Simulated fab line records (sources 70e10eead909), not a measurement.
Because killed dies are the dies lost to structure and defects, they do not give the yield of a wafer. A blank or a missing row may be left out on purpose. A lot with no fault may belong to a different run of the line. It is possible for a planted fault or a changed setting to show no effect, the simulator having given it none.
Matching of chambers    flow nand_harc    4 sister chambers for NHARC_A_STAIRCASE_DESCUM_443 on rie_diel-12
The step chemistry O2, time 3 s. 18 wafers are shown with their chamber, then 9 later ones without.

WAFERS PAIRED WITH THEIR CHAMBERS
wafer   chamber  showerhead_plenum_p_Torr (Torr)  drypump_motor_current_A (A)  oes_product_au (a.u.)
L080.2  1        2.06                             5.9                          0.985
L080.4  0        1.99                             6.1                          0.966
L080.6  3        1.97                             5.5                          1.006
L082.1  2        1.80                             5.4                          0.985
L082.3  3        1.97                             5.5                          1.011
L082.5  3        1.97                             5.5                          1.011
L084.3  3        1.97                             5.5                          0.999
L084.4  0        1.98                             6.1                          0.968
L084.5  0        1.98                             6.1                          0.982
L084.1  2        1.80                             5.3                          0.989
L084.2  1        2.06                             5.9                          0.985
L084.6  3        1.97                             5.6                          0.996
L086.1  0        1.98                             6.1                          0.977
L086.4  3        1.97                             5.5                          1.009
L086.6  3        1.97                             5.5                          0.997
L090.2  2        1.80                             5.3                          1.014
L090.4  3        1.97                             5.5                          1.006
L090.5  2        1.80                             5.3                          1.015

SIGNATURES, as means of the wafers listed above
reading                   chamber 0  chamber 1  chamber 2  chamber 3  scatter within a chamber
showerhead_plenum_p_Torr  1.9825     2.0600     1.8000     1.9700     0.00231
drypump_motor_current_A   6.100      5.900      5.325      5.513      0.0341
oes_product_au            0.97325    0.98500    1.00075    1.00438    0.00927
Rule: distance of a wafer from a chamber = root of the sum over the readings of ((wafer's reading minus chamber's mean) / reading's scatter) squared. If the next closest chamber is less than 2 further off than the closest, the wafer can't be placed; otherwise it belongs to the closest. The scatter is the square root of a quotient: the sum, over the shown wafers, of each reading's squared deviation from its chamber's mean, divided by wafers minus chambers.

WAFERS WITH NO CHAMBER GIVEN
wafer   showerhead_plenum_p_Torr (Torr)  drypump_motor_current_A (A)  oes_product_au (a.u.)
L090.1  1.98                             6.1                          0.996
L090.3  2.06                             5.9                          1.002
L090.6  1.97                             5.5                          1.000
L093.1  2.05                             5.9                          0.996
L093.2  1.80                             5.3                          1.013
L093.6  1.98                             6.1                          0.984
L096.2  1.80                             5.3                          1.013
L096.4  1.96                             5.5                          0.994
L096.5  1.80                             5.3                          1.013

EACH ONE'S CHAMBER
wafer   from the rows above  in truth
L090.1  0                    0
L090.3  1                    1
L090.6  3                    3
L093.1  1                    1
L093.2  2                    2
L093.6  0                    0
L096.2  2                    2
L096.4  3                    3
L096.5  2                    2
Correct placement for 9 of the 9. Number that these rows cannot place: 0. Number placed wrongly: 0.
